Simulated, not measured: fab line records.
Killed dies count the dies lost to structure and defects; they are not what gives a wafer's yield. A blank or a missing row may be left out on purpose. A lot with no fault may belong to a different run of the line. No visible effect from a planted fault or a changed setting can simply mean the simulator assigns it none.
Matching of chambers    flow n5 finfet    uv cure-02 running N5_BEOL_M10_CURE_72: 3 sister chambers
The step cures SiCOH lowk, time 120 s. 6 wafers are shown with their chamber, then 11 later ones without.

## EACH WAFER AND ITS CHAMBER
wafer   chamber  wafer_temp_C_max  lamp power pct (%)
L079.4  2        372.4             52.34
L079.6  2        373.8             52.32
L080.2  0        370.6             52.29
L080.5  0        371.1             52.33
L085.6  1        372.6             52.29
L086.1  1        372.0             52.33

## WAFERS MISSING THEIR CHAMBER
wafer   wafer_temp_C_max  lamp power pct (%)
L086.3  372.3             52.32
L086.4  372.0             52.28
L090.1  371.3             52.28
L090.4  371.4             52.33
L090.5  371.2             52.25
L093.1  370.8             52.29
L093.4  371.5             52.36
L093.6  370.8             52.32
L094.1  372.3             52.23
L094.5  374.3             52.33
L094.6  372.8             52.24

## THE CHAMBER EACH PASSED THROUGH
wafer   from the rows above           in truth
L086.3  can't be placed: 1 or 2 or 0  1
L086.4  can't be placed: 1 or 0 or 2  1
L090.1  can't be placed: 0 or 1       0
L090.4  can't be placed: 0 or 1 or 2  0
L090.5  can't be placed: 0 or 1 or 2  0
L093.1  can't be placed: 0 or 1       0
L093.4  can't be placed: 0 or 1 or 2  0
L093.6  can't be placed: 0 or 1       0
L094.1  can't be placed: 1 or 0 or 2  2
L094.5  can't be placed: 2 or 1       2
L094.6  can't be placed: 1 or 2 or 0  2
0 of 11 placed correctly. Not placeable from these rows: 11 (in 11, the candidates include the true chamber). Number placed wrongly: 0.
How it was worked out, from the rows above alone: a wafer's distance from a chamber is the root of the sum, over the readings, of the square of ((its reading less the chamber's mean) divided by the reading's scatter). If the next closest chamber is less than 2 further off than the closest, the wafer can't be placed; otherwise it belongs to the closest. The mean given for a chamber averages the wafers shown for that chamber. The scatter: the root of (the sum of the squares of (reading less its chamber's mean) over the shown wafers, divided by (wafers less chambers)).
